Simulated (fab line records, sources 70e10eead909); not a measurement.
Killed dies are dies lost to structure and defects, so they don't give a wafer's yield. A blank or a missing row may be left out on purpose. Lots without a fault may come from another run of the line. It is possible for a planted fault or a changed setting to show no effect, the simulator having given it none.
Which tool did it? | flow nand-harc | 11 lots, 33 wafers sampled, at 6 steps of a route of 1302

WHAT EACH GAUGE READ, for each wafer
NHARC_P_M0_THK_MEAS_24: measures by xrf.
lot  | measured     | on            | thk-nm (nm)
L557 | day 6 03:02  | film-metro-01 | 117.2 115.7 115.5
L560 | day 7 13:58  | film-metro-01 | 115.7 115.8 117.6
L562 | day 8 05:50  | film-metro-02 | 119.3 118.2 119.5
L563 | day 8 11:46  | film-metro-02 | 29.3 29.4 29.9
L564 | day 9 01:29  | film-metro-01 | 28.4 30.0 29.7
L572 | day 12 07:37 | film-metro-02 | 117.3 118.9 116.6
L573 | day 12 17:17 | film-metro-01 | 119.0 116.8 117.6
L574 | day 13 04:28 | film-metro-01 | 118.3 118.5 120.8
L576 | day 14 05:59 | film-metro-01 | 116.5 118.5 119.5
L577 | day 14 11:07 | film-metro-02 | 118.2 117.4 116.1
L579 | day 15 10:57 | film-metro-01 | 117.8 116.7 120.0

WHAT TOOL EACH LOT RAN ON (gives the tool, then ch and the chambers of the sampled wafers, and finally the start)
lot  | NHARC_P_CONTACT_CVD_23                   | NHARC_P_M0_STRIP_18                | NHARC_P_M0_PVD_20                       | NHARC_P_M0_ECD_22              | NHARC_P_M0_CMP_23
L557 | cvd-w-02 ch 0, day 6 01:08 or earlier    | rie-diel-04 ch 0,1,3, day 6 01:08  | pvd-sputter-03, day 6 02:00 or earlier  | ecd-cu-02 ch 0,1, day 6 02:00  | cmp-03 ch 1,2,3, day 6 02:43
L560 | cvd-w-02 ch 0,1, day 7 12:06 or earlier  | rie-diel-04 ch 0,1,2, day 7 12:06  | pvd-sputter-01, day 7 13:05 or earlier  | ecd-cu-02 ch 0,1, day 7 13:05  | cmp-01 ch 0,1,2, day 7 13:43
L562 | cvd-w-01 ch 0,1, day 8 03:56 or earlier  | rie-diel-04 ch 0,2,3, day 8 03:56  | pvd-sputter-01, day 8 04:50 or earlier  | ecd-cu-02 ch 1, day 8 04:50    | cmp-04 ch 0,1, day 8 05:31
L563 | cvd-w-02 ch 0, day 8 09:50 or earlier    | rie-diel-04 ch 0,1, day 8 09:50    | pvd-sputter-01, day 8 10:46 or earlier  | ecd-cu-01 ch 1, day 8 10:46    | cmp-01 ch 0,2,3, day 8 11:31
L564 | cvd-w-02 ch 0,1, day 8 23:35 or earlier  | rie-diel-04 ch 0,2,3, day 8 23:35  | pvd-sputter-02, day 9 00:27 or earlier  | ecd-cu-02 ch 0,1, day 9 00:27  | cmp-04 ch 0,1,2, day 9 01:11
L572 | cvd-w-01 ch 0,1, day 12 05:40 or earlier | rie-diel-07 ch 1,2,3, day 12 05:40 | pvd-sputter-03, day 12 06:34 or earlier | ecd-cu-01 ch 0,1, day 12 06:34 | cmp-03 ch 0,1,2, day 12 07:22
L573 | cvd-w-01 ch 1, day 12 15:19 or earlier   | rie-diel-07 ch 0,3, day 12 15:19   | pvd-sputter-03, day 12 16:14 or earlier | ecd-cu-01 ch 0,1, day 12 16:14 | cmp-04 ch 0,1, day 12 16:59
L574 | cvd-w-02 ch 0,1, day 13 02:31 or earlier | rie-diel-01 ch 1,2,3, day 13 02:31 | pvd-sputter-01, day 13 03:25 or earlier | ecd-cu-01 ch 0,1, day 13 03:25 | cmp-01 ch 0,2,3, day 13 04:08
L576 | cvd-w-02 ch 0,1, day 14 04:01 or earlier | rie-diel-07 ch 0,1,3, day 14 04:01 | pvd-sputter-03, day 14 04:56 or earlier | ecd-cu-02 ch 0,1, day 14 04:56 | cmp-04 ch 0,2,3, day 14 05:43
L577 | cvd-w-01 ch 0,1, day 14 09:11 or earlier | rie-diel-04 ch 0,1, day 14 09:11   | pvd-sputter-01, day 14 10:05 or earlier | ecd-cu-01 ch 0,1, day 14 10:05 | cmp-03 ch 0,1,2, day 14 10:52
L579 | cvd-w-02 ch 0,1, day 15 09:01 or earlier | rie-diel-01 ch 0,2, day 15 09:01   | pvd-sputter-01, day 15 09:57 or earlier | ecd-cu-02 ch 0,1, day 15 09:57 | cmp-04 ch 2,3, day 15 10:38
- NHARC_P_CONTACT_CVD_23: deposits W, target thk 200 nm, time 557 s.
- NHARC_P_M0_STRIP_18: strips in N2/H2.
- NHARC_P_M0_PVD_20: deposits TaN, target thk 5 nm, time 8.06 s.
- NHARC_P_M0_ECD_22: material Cu, target thk 400 nm.
- NHARC_P_M0_CMP_23: polishes, t overpolish 20 s, target thk 117.54 nm.

THE ANSWER, worked out from the rows above alone
Rule: the lots themselves supply what counts as usual. The widest of any qualifying gaps counts: lots, ordered by their means at a reading, are off when they make up no more than a third of the lots, leave a main group of 4 or more, and stand apart from it by 3 or more times the standard deviation of that group's means. If all means in a main group match to the digits the tables above print for the reading, that group is not used. A lot without any number at a reading at which 4 lots or more have one is off too. All remaining lots with rows at the step are treated as sound.
Off: L563, L564 (NHARC_P_M0_THK_MEAS_24, thk-nm). Mean 117.7 nm and standard deviation 0.99 in the main group.
A tool fits if, at a process step before that reading, it ran every lot that is off, and no sound lot after the first of them. Those tools and the gauges at NHARC_P_M0_THK_MEAS_24 are tried in the same way. With no start given for some of its lots, NHARC_P_CONTACT_CVD_23 uses the hours and lot order of NHARC_P_M0_STRIP_18. With no start given for some of its lots, NHARC_P_M0_PVD_20 uses the hours and lot order of NHARC_P_M0_ECD_22. None of those tried fits.

WHAT HAD BEEN PUT IN BY THE SIMULATOR
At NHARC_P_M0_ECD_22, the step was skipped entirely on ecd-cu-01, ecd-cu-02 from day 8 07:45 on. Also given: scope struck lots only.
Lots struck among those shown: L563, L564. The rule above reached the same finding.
